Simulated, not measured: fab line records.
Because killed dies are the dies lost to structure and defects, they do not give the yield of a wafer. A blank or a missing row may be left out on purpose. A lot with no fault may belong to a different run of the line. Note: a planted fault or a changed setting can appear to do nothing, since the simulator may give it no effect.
8D (eight disciplines) problem report, filled in by code -- flow nand harc -- the parts of the form that need people (team, actions taken, sign-off) are left out

## 1. WHAT IS WRONG
At NHARC_A_STAIRCASE_TRIM_189, run length s averages 221.2 s over 6 wafers from 2 lots, while fault-free wafers read 232.6 s, standard deviation 0.45. That is -25 standard deviations from the usual mean.
The step: chemistry O2, time 211.2 s.
First seen on wafer L725.1, day 18 11:32, on rie diel-04. The record holds 36 wafers of 12 lots with a number at this step. Rule for "out", or "out of limits": more than 4 standard deviations from the usual mean. All remaining wafers that have a number are taken as sound.

## 2. WHAT THIS IS AND IS NOT
question,is,is not
which readings at this step,run length s,"drypump motor current A, oes product au, rf vpp V, showerhead plenum p Torr, throttle valve pct"
which lots,"L725, L728","L721, L733, L735, L737, L738, L739, L740, L741, L742, L743"
which wafers of those lots,all that have a number,-
read on which tools,rie diel-04,"rie diel-03, rie diel-11"
when,from day 18 11:32,"up to then (3 sound wafers); but 27 sound wafers of L733, L735, L737, L738, L739, L740, L741, L742, L743 came after"

## 3. WHAT RULES OUT EACH SUSPECT
Counting: a tool at a process step up to the reading stays a suspect if it ran every lot that is out and no sound lot after the first of them.
- rie diel-04 at NHARC_A_STAIRCASE_TRIM_189 (chemistry O2, time 211.2 s): ruled out as a lasting fault. After its first lot that is out, L725 (day 18 11:32), sound lots L737, L742 ran on it.
Left after counting: nothing in the record.

## 4. THE CAUSE (what the simulator had put in)
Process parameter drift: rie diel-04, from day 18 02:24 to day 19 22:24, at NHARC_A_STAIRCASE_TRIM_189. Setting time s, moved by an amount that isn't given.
Counting ruled it out, wrongly.

## 5. THE CHAIN OF EFFECTS, in route order
Each row: a reading where the mean over the struck wafers with a number is more than 3 standard deviations away from the usual. Only readings for which the record gives a usual standard deviation are gone through. hours: the time from each lot's start at the first step in this table that gives one to its start at this step, as a median over the lots. sigmas: the change in usual standard deviations.
hours,step,reading,usual,on struck wafers,change,sigmas
0,NHARC_A_STAIRCASE_TRIM_189,run length s,232.6 s,221.2,-11.4,-25
Process steps it contains:
- NHARC_A_STAIRCASE_TRIM_189: chemistry O2, time 211.2 s.

## 6. WHAT WOULD HAVE CAUGHT IT SOONER
The fault began at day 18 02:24; the first out-of-limits reading in this record came at day 18 11:32, 9 hours later.
